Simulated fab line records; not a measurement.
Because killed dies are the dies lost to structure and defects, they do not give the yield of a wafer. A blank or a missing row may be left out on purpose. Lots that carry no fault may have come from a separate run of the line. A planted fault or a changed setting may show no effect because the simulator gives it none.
Matching of chambers | flow nand-harc | NHARC_A_CONTACT_CMP_20 on cmp-04: 4 sister chambers
The step polishes, t overpolish 30 s, target thk 300 nm. 7 wafers are shown with their chamber, then 7 later ones without.

== WAFERS, EACH WITH ITS CHAMBER ==
wafer  | chamber | motor-current-A (A) | time-to-endpoint-s (s)
L077.2 | 1       | 15.5                | 66
L082.6 | 3       | 12.4                | 62
L083.1 | 0       | 8.7                 | 58
L083.3 | 2       | 11.3                | 57
L083.5 | 2       | 11.1                | 58
L093.1 | 3       | 12.9                | 57
L093.4 | 0       | 9.6                 | 55

== WAFERS WHOSE CHAMBER IS MISSING ==
wafer  | motor-current-A (A) | time-to-endpoint-s (s)
L093.5 | 9.2                 | 56
L097.3 | 10.9                | 59
L097.4 | 9.3                 | 58
L097.6 | 9.0                 | 59
L096.1 | 15.1                | 64
L096.5 | 10.6                | 61
L096.6 | 15.0                | 62

== WHICH CHAMBER EACH ONE RAN IN ==
wafer  | from the rows above     | in truth
L093.5 | 0                       | 0
L097.3 | 2                       | 2
L097.4 | 0                       | 0
L097.6 | 0                       | 0
L096.1 | 1                       | 1
L096.5 | can't be placed: 2 or 0 | 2
L096.6 | 1                       | 1
Correct placement for 6 of the 7. Unplaceable from these rows: 1, with the true chamber sitting among the candidates in 1. 0 placed wrongly.
How it was worked out, from the rows above alone: a wafer's distance from a chamber is the root of the sum, over the readings, of the square of ((its reading less the chamber's mean) divided by the reading's scatter). If the next closest chamber is less than 2 further off than the closest, the wafer can't be placed; otherwise it belongs to the closest. A chamber's mean is the mean of its shown wafers. The scatter: take each reading less its chamber's mean, square it, sum over the shown wafers, divide by the number of wafers less the number of chambers, and take the root.
